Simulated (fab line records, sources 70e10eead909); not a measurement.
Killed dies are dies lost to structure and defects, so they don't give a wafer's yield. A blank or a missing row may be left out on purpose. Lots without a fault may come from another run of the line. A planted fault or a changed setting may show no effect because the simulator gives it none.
Problem report in the 8D (eight disciplines) form, filled by code | flow nand_harc | the parts of the form that need people (team, actions taken, sign-off) are left out

1. THE PROBLEM
thk_nm at NHARC_A_ONON_D1_THK_MEAS_08 reads a mean of 1204 nm on 6 wafers of 2 lots; wafers without a fault read 1002 nm with a standard deviation of 8.5. That is +24 standard deviations from the usual mean.
The step: measures by ellipsometry.
First seen on wafer L861.1, day 11 20:18, on film_metro-02. The record holds 42 wafers of 14 lots with a number at this step. Rule for "out", or "out of limits": more than 4 standard deviations from the usual mean. The other wafers with a number count as sound.

2. WHAT IT IS AND WHAT IT IS NOT
question                    | is                           | is not
which readings at this step | thk_nm                       | -
which lots                  | L861, L863                   | L852, L853, L854, L859, L867, L869, L870, L871, L872, L873, L874, L875
which wafers of those lots  | all that have a number       | -
read on which gauges        | film_metro-01, film_metro-02 | -
when                        | from day 11 20:18            | up to then (12 sound wafers); but 24 sound wafers of L867, L869, L870, L871, L872, L873, L874, L875 came after

3. SUSPECTS, AND WHAT RULES EACH OUT
Counting: a tool at a process step up to the reading stays a suspect if it ran every lot that is out and no sound lot after the first of them.
- the gauge at NHARC_A_ONON_D1_THK_MEAS_08: ruled out. The wafers that are out were read on 2 gauges (film_metro-01, film_metro-02).
- pecvd_onon-04 at NHARC_A_ONON_D1_DEP_06 (target thk 1000 nm): ruled out as a lasting fault. Sound lots L870, L871 ran on it after its first lot that is out, L861 (day 11 19:47).
Left after counting: nothing in the record.

4. THE CAUSE (what the simulator had put in)
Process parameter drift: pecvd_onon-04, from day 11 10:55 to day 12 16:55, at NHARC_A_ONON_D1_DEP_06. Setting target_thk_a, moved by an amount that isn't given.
Counting ruled it out, wrongly: the rule takes a fault to strike every lot that its tool runs from its start on, and this one did not.

5. THE CHAIN OF EFFECTS, in route order
Each row: a reading whose mean over the struck wafers that have a number lies more than 3 standard deviations from the usual. Only readings for which the record gives a usual standard deviation are gone through. hours: the time from each lot's start at the first step in this table that gives one to its start at this step, as a median over the lots. sigmas: the change in usual standard deviations.
hours | step                        | reading         | usual   | on struck wafers | change | sigmas
0     | NHARC_A_ONON_D1_THK_MEAS_08 | thk_nm          | 1002 nm | 1204             | +202   | +24
404   | NHARC_END_SORT_01           | killed_at_array | 57      | 671              | +614   | +31
404   | NHARC_END_SORT_01           | killed_dies     | 62      | 677              | +615   | +29

6. WHAT WOULD HAVE CAUGHT IT SOONER
In this record the first reading out of limits at a measuring or inspecting step was taken at day 11 20:18, 9 hours after the fault began at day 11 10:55.
Of the tool readings at NHARC_A_ONON_D1_DEP_06 for which the record gives a usual standard deviation, none was out on any struck wafer, so an alarm limit of 4 standard deviations on them would not have fired.
